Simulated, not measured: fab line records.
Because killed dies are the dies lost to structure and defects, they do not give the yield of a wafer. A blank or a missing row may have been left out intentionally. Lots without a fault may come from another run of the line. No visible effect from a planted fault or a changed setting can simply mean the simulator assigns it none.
Code-filled problem report in 8D (eight disciplines) form | flow n5_finfet | the parts of the form that need people (team, actions taken, sign-off) are left out

## 1. THE ISSUE
Wafers without a fault read 836.8 W, standard deviation 2.6; rf_fwd_power_W at N5_BEOL_M9_ETCH_62 reads a mean of 1038.5 W on 2 wafers belonging to 2 lots. Relative to the usual mean, that is a shift of +78 standard deviations.
The step: etches SOC in N2/H2, target depth 110 nm, overetch 22 nm, time 165 s.
The first sign was on wafer L258.2 at day 11 06:42, on rie_diel-03. The record holds 18 wafers of 6 lots with a number at this step. Rule for "out" (also "out of limits"): further than 4 standard deviations from the usual mean. All remaining wafers that have a number are taken as sound.

## 2. WHAT IT IS, AND WHAT IT ISN'T
question                    | is                       | is not
which readings at this step | rf_fwd_power_W, rf_vpp_V | chamber_pressure_mTorr, drypump_motor_current_A, oes_product_au, showerhead_plenum_p_Torr, throttle_valve_pct
which lots                  | L258, L259               | L257, L267, L269, L272
which wafers of those lots  | L258.2, L259.6           | L258.3, L258.4, L259.2, L259.5
read on which tools         | rie_diel-03              | rie_diel-04
when                        | from day 11 06:42        | up to then (5 sound wafers); but 11 sound wafers of L259, L267, L269, L272 came after

## 3. THE SUSPECTS, EACH WITH WHAT RULES IT OUT
Counting: any tool at a process step up to the reading remains a suspect provided it ran every lot that is out. Sound lots after the first of them don't rule it out here, since some wafers of a struck lot are sound.
- rie_diel-03 at N5_BEOL_M9_DESCUM_16 (chemistry O2, time 7.9 s): kept. It ran every lot that is out, first L258 (day 11 06:37).
- rie_diel-03 at N5_BEOL_M9_ETCH_61 (etches SiARC in CF4, target depth 39 nm, time 65 s): kept. It ran every lot that is out, first L258 (day 11 06:39).
- rie_diel-03 at N5_BEOL_M9_ETCH_62 (etches SOC in N2/H2, target depth 110 nm, overetch 22 nm, time 165 s): kept. It ran every lot that is out, first L258 (day 11 06:42). Its own readings are out on those wafers: rf_fwd_power_W, rf_vpp_V.
- In rie_diel-03 at N5_BEOL_M9_DESCUM_16, the wafers that are out were processed in chamber 1 and their sound lot-mates in chambers 0, 2.
- In rie_diel-03 at N5_BEOL_M9_ETCH_61, the wafers that are out were processed in chamber 1 and their sound lot-mates in chambers 0, 2.
- In rie_diel-03 at N5_BEOL_M9_ETCH_62, the wafers that are out were processed in chamber 1 and their sound lot-mates in chambers 0, 2.
Still standing after the count: rie_diel-03 at N5_BEOL_M9_DESCUM_16, rie_diel-03 at N5_BEOL_M9_ETCH_61, rie_diel-03 at N5_BEOL_M9_ETCH_62.

## 4. THE CAUSE (what the simulator had put in)
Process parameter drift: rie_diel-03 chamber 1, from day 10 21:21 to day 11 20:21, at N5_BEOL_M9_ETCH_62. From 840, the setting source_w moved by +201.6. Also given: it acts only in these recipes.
After counting, 3 suspects remain, this tool included.

## 5. SEQUENCE OF EFFECTS, ordered by route
Each row: a reading where the mean over the struck wafers with a number is more than 3 standard deviations away from the usual. Scope: only readings with a usual standard deviation given in the record; hours: median across lots of the time from each lot's start at the first step in this table that gives one to its start at this step; sigmas: change in usual standard deviations.
hours | step               | reading        | usual   | on struck wafers | change | sigmas
0     | N5_BEOL_M9_ETCH_62 | rf_fwd_power_W | 836.8 W | 1038.5           | +201.7 | +78
0     | N5_BEOL_M9_ETCH_62 | rf_vpp_V       | 523.9 V | 489.4            | -34.5  | -14
Its process steps:
- N5_BEOL_M9_ETCH_62: etches SOC in N2/H2, target depth 110 nm, overetch 22 nm, time 165 s.

## 6. HOW IT WOULD HAVE BEEN CAUGHT EARLIER
First out-of-limits reading in this record: day 11 06:42, which is 9 hours after fault onset at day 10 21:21.
